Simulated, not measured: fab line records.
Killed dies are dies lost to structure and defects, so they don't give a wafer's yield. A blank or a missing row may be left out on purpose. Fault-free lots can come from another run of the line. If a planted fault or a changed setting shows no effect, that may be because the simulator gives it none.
fab line records    flow n5-finfet    part 2 of 2: steps 25 to 36 of 36
record: lots: 5  wafers: 15  last-day: 21
route steps=1938 shown SD_EPI_N@289 SD_EPI_P@295
lots that met no fault: from a run of the same line without faults
start-h: hours from the record's first day to the start of the lot's first wafer shown    wait-h: how many hours have passed since the lot's step before this one    " as in the row above    L1.1+2: a single row standing in for several wafers    - no value, or no start given    * or withheld: withheld    < > ~ a bound
route shown NAME@n: names a module that has steps shown in the file, with the first one's number in the route    usual: mean/standard deviation of fault-free wafers    same: alike in all rows    chamber/n: place in a boat    sites: readings site by site    _std_site: the values' standard deviation    _edge_site: mean of outer sites minus mean of inner sites    radius-mm: how far each site lies from the wafer's centre    mask NAME#n: copy n    behind: the last tool/chamber to shape the wafer    hold: the reason the lot was held/the length of the hold in hours/how it ended    device: the n, p or np transistor that did not switch    end of line: at the end of the route, the tests of the same wafers    where a step has no rows: the recipe by itself    killed: at the first sort, the dies lost to defects and structure; wafer yield is something else    map: dies across one wafer; x = killed, . = not, _ = none there
set.NAME: the setting the step ran with; set.NAME@STEP: the setting that earlier step ran with    model.NAME: the simulator's own value behind a step, which no gauge read
lots seen at some steps along the route; tables by step, rows by wafer
services: when a tool's chamber went out of use (start-h, in hours from the record's first day, below 0 if earlier), for how many hours, and the reason
== steps ==
step: N5_SD_EPI_P_STRIP_50
recipe: chemistry: CHF3/O2  resist: SiARC  rf-frequency-hz: 6e+07
lot.wafer   tool         chamber  start-h  wait-h
L076.2+3+5  rie-diel-06  1,3,1    67.17    0.0
L082.1+3+4  rie-diel-06  3,1,2    106.94   0.0
L093.2+3+4  rie-diel-03  3,0,1    166.74   0.0
L095.1+4+6  rie-diel-02  3,0,2    181.07   0.0
L096.1+5+6  rie-diel-02  3,2,3    186.30   0.0
step: N5_SD_EPI_P_SD_RECESS_17
recipe: chemistry: HBr/Cl2/O2  target-depth-a: 391  bt-time-s: 3  pressure-mtorr: 10  icp-w: 800  bias-w: 112  HBr_flow_sccm: 150  Cl2_flow_sccm: 80  O2_flow_sccm: 12
usual: drypump-motor-current-A: 5.8/0.47  oes-product-au: 1.007/0.017  throttle-valve-pct: 37.1/0.38
lot.wafer  tool       chamber  start-h  wait-h  drypump-motor-current-A  oes-product-au  rf-hours-counter-h  throttle-valve-pct
L076.2     rie-si-06  0        67.20    0.0     5.8                      1.043           8                   37.0
L076.3     "          3        "        "       6.4                      0.984           18                  37.3
L076.5     "          2        "        "       5.0                      0.992           -                   36.9
L082.1     rie-si-05  1        106.97   0.0     5.7                      1.002           191                 37.3
L082.3     "          0        "        "       6.1                      1.012           106                 36.8
L082.4     "          3        "        "       5.7                      0.989           9                   37.6
L093.2     rie-si-06  2        166.77   0.0     5.0                      1.000           1                   37.6
L093.3     "          3        "        "       6.3                      0.994           20                  37.4
L093.4     "          0        "        "       5.8                      1.043           10                  37.0
L095.1     rie-si-05  3        181.10   0.0     5.7                      1.001           11                  37.6
L095.4     "          0        "        "       6.1                      1.034           -                   36.7
L095.6     "          3        "        "       5.7                      0.997           -                   37.6
L096.1     rie-si-03  1        186.33   0.0     6.4                      1.004           128                 37.5
L096.5     "          2        "        "       5.8                      0.998           -                   36.4
L096.6     "          1        "        "       6.4                      1.004           -                   37.5
step: N5_SD_EPI_P_WET_ETCH_45
recipe: chemistry: dHF  dilution: withheld  time-s: 10.7  target: SiO2  target-depth-a: 20  temp-c: 25  dry: ipa-marangoni  rinse-time-s: 30  rinse-temp-c: 23
same: rinse-time-s: 30
lot.wafer   tool          chamber  start-h  wait-h
L076.2+3+5  wet-bench-01  7,1,2    67.30    0.1
L082.1+3+4  wet-bench-04  3,2,0    107.07   0.1
L093.2+3+4  wet-bench-03  7,6,0    166.87   0.1
L095.1+4+6  wet-bench-04  1,0,7    181.19   0.1
L096.1+5+6  wet-bench-04  2,0,1    186.43   0.1
step: N5_SD_EPI_P_STRIP_40
recipe: chemistry: N2/H2  power-w: 1000  temp-c: 250  h2-frac: 0.65  overash-fraction: 0.3  pressure-mtorr: withheld  n2-flow-sccm: 1750  h2-flow-sccm: 3250
usual: drypump-motor-current-A: 5.61/0.2  heater-power-w: 318/32  oes-product-au: 0.762/0.011
lot.wafer  tool             chamber  start-h  wait-h  drypump-motor-current-A  heater-power-w  oes-product-au  rf-hours-counter-h
L076.2     plasma-asher-01  0        67.35    0.0     5.27                     280             0.767           95
L076.3     "                0        "        "       5.30                     276             0.755           -
L076.5     "                0        "        "       5.29                     278             0.765           -
L082.1     plasma-asher-02  1        107.20   0.1     5.85                     305             0.739           43
L082.3     "                1        "        "       5.84                     315             0.767           -
L082.4     "                0        "        "       5.64                     319             0.761           -
L093.2     plasma-asher-02  1        166.92   0.0     5.84                     314             0.742           51
L093.3     "                1        "        "       5.88                     308             0.765           -
L093.4     "                0        "        "       5.67                     313             0.768           -
L095.1     plasma-asher-01  1        181.24   0.0     5.52                     369             0.768           116
L095.4     "                1        "        "       5.54                     372             0.770           -
L095.6     "                1        "        "       5.53                     376             0.770           -
L096.1     plasma-asher-01  1        186.48   0.0     5.55                     387             0.766           116
L096.5     "                1        "        "       5.50                     375             0.756           -
L096.6     "                0        "        "       5.30                     284             0.756           -
step: N5_SD_EPI_P_PRECLEAN_52
recipe: chemistry: O3/DIW  time-s: 60  temp-c: 22  o3-ppm: 10
usual: o3-ppm: 10.00/0.1
lot.wafer  tool          chamber  start-h  wait-h  o3-ppm
L076.2     wet-bench-04  4        67.43    -       9.94
L076.3     "             3        "        "       9.85
L076.5     "             1        "        "       9.85
L082.1     wet-bench-01  0        107.29   -       10.09
L082.3     "             1        "        "       9.90
L082.4     "             6        "        "       10.06
L093.2     wet-bench-01  4        167.01   -       9.92
L093.3     "             3        "        "       10.07
L093.4     "             7        "        "       10.02
L095.1     wet-bench-01  3        181.33   -       10.01
L095.4     "             2        "        "       10.14
L095.6     "             0        "        "       9.95
L096.1     wet-bench-04  1        186.56   -       9.98
L096.5     "             5        "        "       10.01
L096.6     "             0        "        "       9.96
step: N5_SD_EPI_P_SRD_20
recipe: dry: ipa-marangoni  do-ppb: 5  time-s: 30  temp-c: 23  rinse-liquid: diw
lot.wafer   tool          chamber  start-h  wait-h
L076.2+3+5  wet-bench-04  4,3,1    67.45    0.0
L082.1+3+4  wet-bench-01  0,1,6    107.31   0.0
L093.2+3+4  wet-bench-01  4,3,7    167.03   0.0
L095.1+4+6  wet-bench-01  3,2,0    181.35   0.0
L096.1+5+6  wet-bench-04  1,5,0    186.58   0.0
step: N5_SD_EPI_P_PRECLEAN_51
recipe: chemistry: NF3:NH3  afs-cycles: 1  temp-c: 30  time-s: 20  sublimation-temp-c: 180  sublimation-time-s: 60  pressure-torr: 3  rf-power-w: 30
lot.wafer   tool          chamber  start-h  wait-h
L076.2+3+5  epi-rpcvd-03  0        67.53    0.1
L082.1+3+4  epi-rpcvd-02  0        107.36   0.0
L093.2+3+4  epi-rpcvd-03  0        167.11   0.1
L095.1+4+6  epi-rpcvd-02  0        181.40   0.0
L096.1+5+6  epi-rpcvd-03  0        186.63   0.0
step: N5_SD_EPI_P_VAPOR_ETCH_44
recipe: chemistry: NF3/Ar  target: SiGe30  temp-c: 25  time-s: 3.3  mode: isotropic
lot.wafer   tool          chamber  start-h  wait-h
L076.2+3+5  epi-rpcvd-03  0        67.71    0.1
L082.1+3+4  epi-rpcvd-02  0        107.54   0.1
L093.2+3+4  epi-rpcvd-03  0        167.29   0.1
L095.1+4+6  epi-rpcvd-02  0        181.64   0.2
L096.1+5+6  epi-rpcvd-03  0        186.81   0.1
step: N5_SD_EPI_P_EPI_21
recipe: material: SiGe:B  dopant: B  temp-c: 550  pressure-torr: 20  ambient: H2  time-s: 355
lot.wafer   tool          chamber  start-h  wait-h
L076.2+3+5  epi-rpcvd-03  0        68.22    0.5
L082.1+3+4  epi-rpcvd-02  0        107.72   0.1
L093.2+3+4  epi-rpcvd-03  0        167.80   0.5
L095.1+4+6  epi-rpcvd-02  0        181.88   0.2
L096.1+5+6  epi-rpcvd-03  0        186.99   0.1
step: N5_SD_EPI_P_EPI_MEAS_23
recipe: mode: xrd
usual: thk-nm: 61.0/1.6
lot.wafer  tool           chamber  start-h  wait-h  thk-nm
L076.2     film-metro-02  -        70.06    1.5     59.8
L076.3     "              -        "        "       59.0
L076.5     "              -        "        "       62.0
L082.1     film-metro-02  -        109.91   1.8     61.5
L082.3     "              -        "        "       61.5
L082.4     "              -        "        "       63.1
L093.2     film-metro-01  -        169.63   1.5     58.9
L093.3     "              -        "        "       62.4
L093.4     "              -        "        "       60.4
L095.1     film-metro-02  -        184.79   2.4     62.8
L095.4     "              -        "        "       61.9
L095.6     "              -        "        "       62.1
L096.1     film-metro-02  -        189.19   1.8     63.0
L096.5     "              -        "        "       60.1
L096.6     "              -        "        "       61.5
step: N5_SD_EPI_P_HM_STRIP_48
recipe: chemistry: H3PO4  temp-c: 160  material: SiNx  target: SiNx  target-depth-a: 30  overetch-fraction: 0.3
lot.wafer   tool          chamber  start-h  wait-h
L076.2+3+5  wet-bench-03  3,5,4    70.10    0.0
L082.1+3+4  wet-bench-01  2,0,4    109.95   0.0
L093.2+3+4  wet-bench-03  7,2,1    169.67   0.0
L095.1+4+6  wet-bench-01  3,4,2    184.83   0.0
L096.1+5+6  wet-bench-04  7,1,0    189.22   0.0
step: N5_SD_EPI_P_SRD_49
recipe: dry: ipa-marangoni  time-s: 30  temp-c: 23  rinse-liquid: diw
lot.wafer   tool          chamber  start-h  wait-h
L076.2+3+5  wet-bench-03  3,5,4    70.15    0.0
L082.1+3+4  wet-bench-01  2,0,4    110.00   0.0
L093.2+3+4  wet-bench-03  7,2,1    169.72   0.0
L095.1+4+6  wet-bench-01  3,4,2    184.88   0.0
L096.1+5+6  wet-bench-04  7,1,0    189.27   0.0
== services ==
tool              chamber  start-h  hours  kind
rie-diel-03       1        42.31    1.9    repair
rie-si-05         -        48.63    1.6    repair
rie-si-06         -        53.60    2.8    pm
remote-plasma-02  -        54.22    0.2    repair
rie-si-06         1        58.04    22.9   repair
arfi-scanner-01   -        58.25    1.3    pm
rie-diel-02       0        58.65    9.9    repair
arfi-scanner-02   -        69.04    0.8    repair
arfi-scanner-02   -        69.87    3.9    pm
arfi-scanner-02   -        79.47    1.3    pm
ald-sin-01        -        84.30    2.7    repair
ald-sin-04        -        85.52    14.0   pm
epi-rpcvd-03      -        87.00    6.0    pm
arfi-scanner-01   -        100.69   3.1    pm
ald-sin-01        2        103.47   10.7   repair
rie-diel-06       -        105.21   0.6    repair
plasma-asher-01   -        106.04   2.8    pm
rie-si-06         -        107.87   14.6   pm
rie-si-05         -        110.00   2.8    pm
arfi-scanner-02   -        111.06   3.1    pm
arfi-scanner-02   -        114.83   1.4    repair
plasma-asher-02   -        115.22   13.2   repair
rie-diel-02       1        124.87   2.3    repair
epi-rpcvd-02      -        169.33   2.0    repair
